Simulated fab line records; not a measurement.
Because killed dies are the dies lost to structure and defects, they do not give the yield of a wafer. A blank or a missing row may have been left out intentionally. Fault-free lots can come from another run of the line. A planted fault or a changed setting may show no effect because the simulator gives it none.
Split-lot experiment	flow n5_finfet	route with 1938 steps; 7 lots, 21 wafers read

SPLIT DETAILS
At N5_BEOL_M12_TRENCH_ETCH_34 (etches SiOC in C4F8/O2/Ar, target depth 318.95 nm, time 125.5 s), the setting time_s was moved away from the recipe's 125.5 s on 7 of the 21 wafers read, by -19.8% to -10.8%. For the rest of the wafers, this setting stayed at what the recipe calls for.

FROM THE SPLIT TO THE READING: what the file shows between them, 10 steps
- N5_BEOL_M12_STRIP_70: strips in C4F8/O2/Ar
- N5_BEOL_M12_OCD_MEAS_35
- N5_BEOL_M12_STRIP_37: strips in N2/H2
- N5_BEOL_M12_ETCH_38: etches SiCN in CF4/N2, target depth 68.7 nm, time 73.4 s
- N5_BEOL_M12_ECD_47: material Cu, target thk 720 nm
- N5_BEOL_M12_ANNEAL_48: time 90 s
- N5_BEOL_M12_CMP_49: polishes, stops on SiOC, t overpolish 20.6 s, target thk 320 nm
- N5_BEOL_M12_THK_MEAS_50: measures by xrf
- N5_BEOL_M12_PRE_CLEAN_52: time 15 s
- N5_BEOL_M12_DEP_53: deposits SiCN from 3MS/NH3, target thk 30 nm, time 10.5 s

THE READING
M12_RS (ohm/sq), read at N5_BEOL_M12_RS_MEAS_54 with a four-point probe. A value of 0.0598 ohm/sq with a standard deviation of 0.00065 ohm/sq is what fault-free wafers of this fab line usually give.

wafer	tool, chamber at the split	time_s as run, s	against the recipe	M12_RS, ohm/sq	against lot-mates on the recipe
L076.2	rie_diel-03, 3	100.7	-19.8%	0.0739	+0.0149
L076.4	rie_diel-03, 3	125.5	recipe	0.0590	-
L076.6	rie_diel-03, 0	100.7	-19.8%	0.0736	+0.0146
L081.2	rie_diel-05, 0	109.4	-12.8%	0.0694	+0.0100
L081.3	rie_diel-05, 1	109.4	-12.8%	0.0679	+0.0085
L081.5	rie_diel-05, 1	125.5	recipe	0.0594	-
L083.2	rie_diel-03, 3	105.4	-16.0%	0.0713	+0.0118
L083.5	rie_diel-03, 1	125.5	recipe	0.0592	-
L083.6	rie_diel-03, 3	125.5	recipe	0.0597	-
L084.1	rie_diel-04, 3	112	-10.8%	0.0664	+0.0062
L084.2	rie_diel-04, 2	112	-10.8%	0.0674	+0.0072
L084.5	rie_diel-04, 1	125.5	recipe	0.0602	-
L087.1	rie_diel-04, 0	125.5	recipe	0.0593	-
L087.4	rie_diel-04, 3	125.5	recipe	0.0590	-
L087.6	rie_diel-04, 0	125.5	recipe	0.0593	-
L097.2	rie_diel-03, 3	125.5	recipe	0.0606	-
L097.4	rie_diel-03, 0	125.5	recipe	0.0605	-
L097.6	rie_diel-03, 1	125.5	recipe	0.0601	-
L096.1	rie_diel-04, 2	125.5	recipe	0.0602	-
L096.5	rie_diel-04, 3	125.5	recipe	0.0596	-
L096.6	rie_diel-04, 0	125.5	recipe	0.0598	-

FIT RESULTS
A straight line over all 21 wafers: M12_RS changes by -0.000705 ohm/sq for each +1% of time_s; r = -0.99; the points scatter about the line by 0.00056 ohm/sq.
The same after taking each lot's own level away (the mean of its wafers on the recipe; 21 wafers): -0.000726 ohm/sq for each +1%; r = -1.00; scatter 0.00051 ohm/sq.
According to that fit, moving time_s by its largest amount changes the reading by 0.014 ohm/sq.
The span of the lots' own levels, 0.05900 to 0.06040 ohm/sq, comes to 2.2 times the standard deviation stated above.
Hence the lot-to-lot level has little effect on the slope; both slopes agree.
Check: with one of the wafers moved furthest among these (-19.8%) left out of the fit, the line predicts +0.0141 ohm/sq for it against its lot-mates. Against them it came out at +0.0149 ohm/sq.

OTHER SPLITS ON THESE WAFERS
Other splits were also applied to these wafers ahead of the reading. Each is held against what the fit with the lots' levels taken away leaves over:
other split on the same wafers	wafers away from the commonest value	r with M12_RS (lot level and that fit taken away)
N5_BEOL_M12_ETCH_68 time_s	8	+0.20

THE WHOLE CHAIN: every reading that the file lists as answering this split, in the file's order
step	what it does	reading	change (the file's fit)	r (the file's)
N5_BEOL_M12_TRENCH_ETCH_34	etches SiOC in C4F8/O2/Ar, target depth 318.95 nm, time 125.5 s	etch.depth_nm (the simulator's own value, which no gauge read)	+3.19 nm for each +1% of the setting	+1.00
N5_BEOL_M12_OCD_MEAS_35		trench_depth_nm	+3.19 nm for each +1% of the setting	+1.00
N5_BEOL_M12_CMP_49	polishes, stops on SiOC, t overpolish 20.6 s, target thk 320 nm	Cu_of_BEOL_M12_ECD_47.thk_nm (the simulator's own value, which no gauge read)	+3.16 nm for each +1% of the setting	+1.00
N5_BEOL_M12_THK_MEAS_50	measures by xrf	M12_THK	+3.18 for each +1% of the setting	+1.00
N5_BEOL_M12_RS_MEAS_54	measures by four-point-probe	M12_RS	-0.000724 for each +1% of the setting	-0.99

THE FILE'S OWN FIT
M12_RS changes by -0.000724 ohm/sq for each +1% of time_s, r = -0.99.
